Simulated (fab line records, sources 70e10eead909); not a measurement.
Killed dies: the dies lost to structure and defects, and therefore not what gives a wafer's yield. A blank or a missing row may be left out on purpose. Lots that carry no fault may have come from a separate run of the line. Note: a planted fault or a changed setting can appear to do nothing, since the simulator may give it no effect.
Chamber matching    flow nand harc    4 sister chambers for NHARC_A_CONTACT_ETCH_106 on rie diel-10
The step etches the open film in CF4/O2, target depth 90 nm, overetch 9 nm, time 49.5 s. 18 wafers are shown with their chamber, then 9 later ones without.

WAFERS WITH THEIR CHAMBER
wafer   chamber  drypump motor current A (A)  showerhead plenum p Torr (Torr)  rf vpp V (V)
L076.1  2        5.7                          1.31                             197.3
L076.3  3        5.9                          1.44                             200.5
L076.5  2        5.7                          1.31                             198.4
L080.1  2        5.7                          1.31                             195.9
L080.4  0        5.6                          1.31                             196.9
L080.6  2        5.7                          1.31                             196.8
L084.2  3        5.9                          1.43                             200.0
L084.5  2        5.7                          1.30                             198.4
L084.6  1        5.2                          1.35                             198.9
L083.1  3        5.9                          1.43                             199.3
L083.2  1        5.2                          1.35                             196.4
L083.4  0        5.6                          1.31                             197.6
L088.4  0        5.7                          1.31                             198.4
L088.5  2        5.7                          1.30                             198.2
L088.6  3        5.9                          1.43                             199.7
L092.1  3        5.9                          1.42                             199.3
L092.3  0        5.7                          1.31                             198.2
L092.4  1        5.2                          1.34                             198.0

SIGNATURES (means of the wafers above)
reading                   chamber 0  chamber 1  chamber 2  chamber 3  scatter within a chamber
drypump motor current A   5.650      5.200      5.700      5.900      0.0267
showerhead plenum p Torr  1.3100     1.3467     1.3067     1.4300     0.00535
rf vpp V                  197.775    197.767    197.500    199.760    0.879
Rule: a wafer lies at a distance from a chamber equal to the root of the sum of squares, over the readings, of (its reading less the chamber's mean, divided by the reading's scatter). The wafer belongs to the nearest chamber; if the next one is less than 2 further off, it can't be placed. How the scatter is found: for the shown wafers, subtract from each reading the mean of its chamber, square and add these, divide the total by (wafers less chambers), then take the root.

WAFERS WITH NO CHAMBER GIVEN
wafer   drypump motor current A (A)  showerhead plenum p Torr (Torr)  rf vpp V (V)
L091.1  5.9                          1.42                             201.6
L091.2  5.7                          1.31                             199.0
L091.5  5.7                          1.30                             197.9
L094.2  5.7                          1.30                             197.5
L094.3  5.9                          1.42                             200.6
L094.4  5.2                          1.34                             199.0
L096.1  5.7                          1.30                             196.1
L096.4  5.2                          1.34                             197.8
L096.6  5.7                          1.30                             198.1

WHICH CHAMBER EACH WENT THROUGH
wafer   from the rows above      in truth
L091.1  3                        3
L091.2  can't be placed: 2 or 0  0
L091.5  can't be placed: 2 or 0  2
L094.2  can't be placed: 2 or 0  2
L094.3  3                        3
L094.4  1                        1
L096.1  can't be placed: 2 or 0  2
L096.4  1                        1
L096.6  can't be placed: 2 or 0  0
4 of 9 placed correctly. From these rows, 5 cannot be placed; in 5 the true chamber is one of the candidates. Placed wrongly: 0.
